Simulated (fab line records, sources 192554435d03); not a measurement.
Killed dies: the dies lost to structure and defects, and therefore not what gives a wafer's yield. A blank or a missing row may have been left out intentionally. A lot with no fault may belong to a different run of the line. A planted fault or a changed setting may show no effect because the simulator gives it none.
A single fault, viewed from 2 desks ; flow n5-finfet ; each desk holds nothing but its own numbers, with what lay behind them at the end

== DESK OF THE TOOL OWNER: litho-track-02 ==
The tool's own readings at N5_BEOL_M4_COAT_73 (time 60 s, resist thk 5 nm): means of the sampled wafers that have a number, for each lot that ran on this tool. If a lot's mean is further than 4 standard deviations from the usual mean, the lot is out of limits and carries the mark OUT (the distance appears in the brackets).
Columns: A = chill-plate-temp-C at N5_BEOL_M4_COAT_73, usual 23.00 C; B = spin-speed-rpm at N5_BEOL_M4_COAT_73, usual 1499.7 rpm
lot;first seen here;A;B
L195;day 8 20:44;23.00;1501.3
L196;day 9 04:30;22.91;1357.7 (-99 or more) OUT
L198;day 9 08:33;22.93;1357.0 (-99 or more) OUT
L199;day 10 01:59;23.01;1357.3 (-99 or more) OUT
This desk's finding: out of limits on L196, L198, L199; first on L196, day 9 04:30 (spin-speed-rpm at N5_BEOL_M4_COAT_73). In limits: L195.

== FROM THE METROLOGY DESK ==
Means of the sampled wafers that have a number, per lot and without regard to the tool the lot ran on: this is what the gauges read. If a lot's mean is further than 4 standard deviations from the usual mean, the lot is out of limits and carries the mark OUT (the distance appears in the brackets). Only the readings that lie furthest out on some lot appear, 7 of the 10 it has.
Columns: A = DIBL_N at N5_BEOL_M4_RC_MEAS_101, usual 35.9 mV/V; B = DIBL_P at N5_BEOL_M4_RC_MEAS_101, usual 35.9 mV/V; C = IOFF_N at N5_BEOL_M4_RC_MEAS_101, usual 0.160 nA/um; D = ION_P at N5_BEOL_M4_RC_MEAS_101, usual 461 uA/um; E = SS_N at N5_BEOL_M4_RC_MEAS_101, usual 71.4 mV/dec; F = VT_N at N5_BEOL_M4_RC_MEAS_101, usual 249.3 mV; G = VT_P at N5_BEOL_M4_RC_MEAS_101, usual -250 mV
lot;first seen here;A;B;C;D;E;F;G
L195;day 9 05:26;34.8;35.6;0.140;457;71.1;251.6;-251
L196;day 9 16:50;36.1;35.4;0.165;468;71.1;247.8;-247
L198;day 10 05:01;35.6;34.7;0.143;459;71.2;250.0;-251
L199;day 10 14:29;35.7;35.9;0.151;462;70.8;251.7;-250
L205;day 12 02:09;36.2;34.4;0.165;452;72.0;250.6;-252
Finding of this desk: none of the 5 lots has anything out of limits.

== PUT TOGETHER ==
At day 9 04:30, on L196, L198, L199, the tool owner's desk was in a position to raise an alarm.
The metrology desk saw nothing out of limits.
The metrology desk has L196, L198, L199 on record, within its limits.
The lots listed all ran N5_BEOL_M4_COAT_73 on litho-track-02.

== WHAT HAD BEEN PUT IN BY THE SIMULATOR ==
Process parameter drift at N5_BEOL_M4_COAT_73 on litho-track-02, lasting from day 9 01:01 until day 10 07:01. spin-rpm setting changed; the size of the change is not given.
Struck lots among those shown: L196, L198, L199.
Hours from the fault's start to each desk's first reading out of limits: the tool owner's desk, 3.
